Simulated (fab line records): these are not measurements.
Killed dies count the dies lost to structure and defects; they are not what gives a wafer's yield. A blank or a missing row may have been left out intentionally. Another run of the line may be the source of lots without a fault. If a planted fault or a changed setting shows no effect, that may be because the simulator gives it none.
A lot that was struck, set against a sound lot -- flow nand-harc -- 37 out of 1302 route steps
Sound: wafers L685.1, L685.2, L685.5. The struck wafers were L688.2, L688.5, L688.6. The cause is named last.
Per side, at each step with rows, come the tool, then ch with its chambers, and then its first start. Under that, the readings that differ: sound wafers -- struck wafers -- difference of the means -- sigmas: that difference in standard deviations of wafers without a fault.
alike: words and numbers the same on both sides, and readings whose means are apart by under 2 such deviations; not compared: readings that were withheld, readings missing a value for some wafer, numbers with overlapping values and no deviation given by the record, and bounds like >300 which may hide the same value.
Wherever a step has rows on one side only, a row that says differs or no value, or a row with sigmas, the two part there. Numbers that have no deviation but don't overlap get no sigmas and don't part them. A reading that every wafer of one side lacks parts them only if that side has two wafers or more.

first, 7 steps without rows for these wafers: NHARC_A_CHANNEL_HOLE_D2_COAT_37 (time 65 s); NHARC_A_CHANNEL_HOLE_D2_COAT_04 (resist thk 90 nm); NHARC_A_CHANNEL_HOLE_D2_SOFTBAKE_05 (time 55 s); NHARC_A_CHANNEL_HOLE_D2_EBR_06; NHARC_A_CHANNEL_HOLE_D2_EXPOSE_07 (exposes mask HOLE D2, target cd 100 nm); NHARC_A_CHANNEL_HOLE_D2_PEB_08 (peb time 65 s); NHARC_A_CHANNEL_HOLE_D2_DEVELOP_09 (develop time 35 s).
NHARC_A_CHANNEL_HOLE_D2_CD_MEAS_10 targets a cd of 100 nm.
  sound on cd-sem-01 ch 0, day 17 05:50; struck on cd-sem-01 ch 0, day 18 02:56
  alike: cd-nm
NHARC_A_CHANNEL_HOLE_D2_OVL_MEAS_11:
  sound: overlay-02 at day 17 05:55; struck: overlay-02 at day 18 03:01
  alike: overlay-x-nm, overlay-y-nm
NHARC_A_CHANNEL_HOLE_D2_INSPECT_12:
  sound: defect-inspect-01 at day 17 05:58; struck: defect-inspect-02 at day 18 03:04
  alike: raw-defect-count
then, 1 step without rows for these wafers: NHARC_A_CHANNEL_HOLE_D2_DESCUM_15 (chemistry O2, time 3 s).
NHARC_A_CHANNEL_HOLE_D2_ETCH_38: etches the open film in CF4, target depth 39 nm, time 65 s.
  sound on rie-diel-06 ch 0,2,3, day 17 06:07; struck on rie-diel-06 ch 1,2, day 18 03:13
  alike: drypump-motor-current-A, oes-product-au, rf-vpp-V, showerhead-plenum-p-Torr, throttle-valve-pct
  not compared: rf-hours-counter-h
NHARC_A_CHANNEL_HOLE_D2_ETCH_39: etches the open film in N2/H2, target depth 260 nm, time 325 s.
  sound on rie-diel-06 ch 0,2,3, day 17 06:14; struck on rie-diel-06 ch 0,1, day 18 03:17
  alike: drypump-motor-current-A, oes-product-au, rf-vpp-V, showerhead-plenum-p-Torr, throttle-valve-pct
  not compared: rf-hours-counter-h
then, 2 steps without rows for these wafers: NHARC_A_CHANNEL_HOLE_D2_ETCH_34 (etches the open film in CF4/CHF3, target depth 154 nm, time 77 s); NHARC_A_CHANNEL_HOLE_D2_ETCH_16 (etches the open film in O2/COS, target depth 3100 nm, time 806 s).
NHARC_A_CHANNEL_HOLE_D2_CD_MEAS_18:
  sound: cd-sem-03 at day 17 07:07; struck: cd-sem-03 at day 18 04:13
  alike: cd-nm
then, 2 steps without rows for these wafers: NHARC_A_CHANNEL_HOLE_D2_ETCH_19 (etches the open film in C4F8/O2/Ar, time 34.5 s); NHARC_A_CHANNEL_HOLE_D2_ETCH_20 (etches the open film in C4F8/O2/Ar, time 361.9 s, target depth 1600 nm).
NHARC_A_CHANNEL_HOLE_D2_ETCH_21: etches the open film in C4F8/O2/Ar, time 514.3 s, target depth 1600 nm.
  sound on har-etch-01 ch 0,1, day 17 11:13; struck on har-etch-02 ch 0,1, day 18 04:48
  alike: drypump-motor-current-A, showerhead-plenum-p-Torr, throttle-valve-pct
  not compared: rf-hours-counter-h
then, 3 steps without rows for these wafers: NHARC_A_CHANNEL_HOLE_D2_ETCH_22 (etches the open film in C4F8/O2/Ar, time 666.7 s, target depth 1600 nm); NHARC_A_CHANNEL_HOLE_D2_ETCH_23 (etches the open film in C4F8/O2/Ar, time 819 s, target depth 1600 nm); NHARC_A_CHANNEL_HOLE_D2_ETCH_24 (etches the open film in C4F8/O2/Ar, time 906.2 s, target depth 1500 nm).
NHARC_A_CHANNEL_HOLE_D2_ETCH_25: etches the open film in C4F8/O2/Ar, time 1040.2 s, target depth 1500 nm.
  sound on har-etch-01 ch 0,1, day 17 13:41; struck on har-etch-02 ch 0,1, day 18 07:20
  alike: drypump-motor-current-A, showerhead-plenum-p-Torr, throttle-valve-pct
  not compared: rf-hours-counter-h
NHARC_A_CHANNEL_HOLE_D2_ETCH_26: etches the open film in C4F8/O2/Ar, time 224.1 s, target depth 300 nm.
  sound on har-etch-01 ch 0,1, day 17 14:34; struck on har-etch-02 ch 0,1, day 18 08:06
  alike: drypump-motor-current-A, showerhead-plenum-p-Torr, throttle-valve-pct
  not compared: rf-hours-counter-h
NHARC_A_CHANNEL_HOLE_D2_ETCH_27: etches the open film in C4F8/O2/Ar, time 90 s, target depth 400 nm.
  sound on har-etch-01 ch 0,1, day 17 14:46; struck on har-etch-02 ch 0,1, day 18 08:17
  alike: drypump-motor-current-A, showerhead-plenum-p-Torr, throttle-valve-pct
  not compared: rf-hours-counter-h
then, 7 steps without rows for these wafers: NHARC_A_CHANNEL_HOLE_D2_STRIP_41 (strips in N2/H2); NHARC_A_CHANNEL_HOLE_D2_STRIP_42 (strips in CF4/CHF3); NHARC_A_CHANNEL_HOLE_D2_STRIP_43 (strips in O2/COS); NHARC_A_CHANNEL_HOLE_D2_ETCH_44 (etches the open film in CF4/O2, target depth 140 nm, overetch 14 nm, time 77 s); NHARC_A_CHANNEL_HOLE_D2_STRIP_28 (strips in O2); NHARC_A_CHANNEL_HOLE_D2_PRECLEAN_29 (cleans in SC1); NHARC_A_CHANNEL_HOLE_D2_SRD_30.
NHARC_A_CHANNEL_HOLE_D2_CD_MEAS_31:
  sound: cd-sem-02 at day 17 16:18; struck: cd-sem-03 at day 18 09:49
  alike: cd-nm
next, for these wafers, 1 step has no rows: NHARC_A_CHANNEL_HOLE_D2_XSEM_32.
NHARC_A_CHANNEL_HOLE_D2_INSPECT_40:
  sound: defect-inspect-02 at day 17 16:29; struck: defect-inspect-02 at day 18 10:00
reading,sound,struck,difference,sigmas
raw-defect-count,154 195 246,712 736 702,+518,+6
then, 1 step without rows for these wafers: NHARC_A_CHANNEL_FILL_D2_PRECLEAN_00 (cleans in SC1).
-- jump in the record: it breaks off in module A_CHANNEL_FILL_D2 and resumes in module END (first step shown: number 1302 of the route), and 12 days separate the struck wafers' starts before and after --
NHARC_END_SORT_01:
  the record has rows for the struck wafers here (prober-02 ch 0, day 30 11:23) and none for the sound ones

WHERE THEY PART
First at NHARC_A_CHANNEL_HOLE_D2_INSPECT_40; last, within this record, at NHARC_END_SORT_01.

WHY: the cause the simulator had injected
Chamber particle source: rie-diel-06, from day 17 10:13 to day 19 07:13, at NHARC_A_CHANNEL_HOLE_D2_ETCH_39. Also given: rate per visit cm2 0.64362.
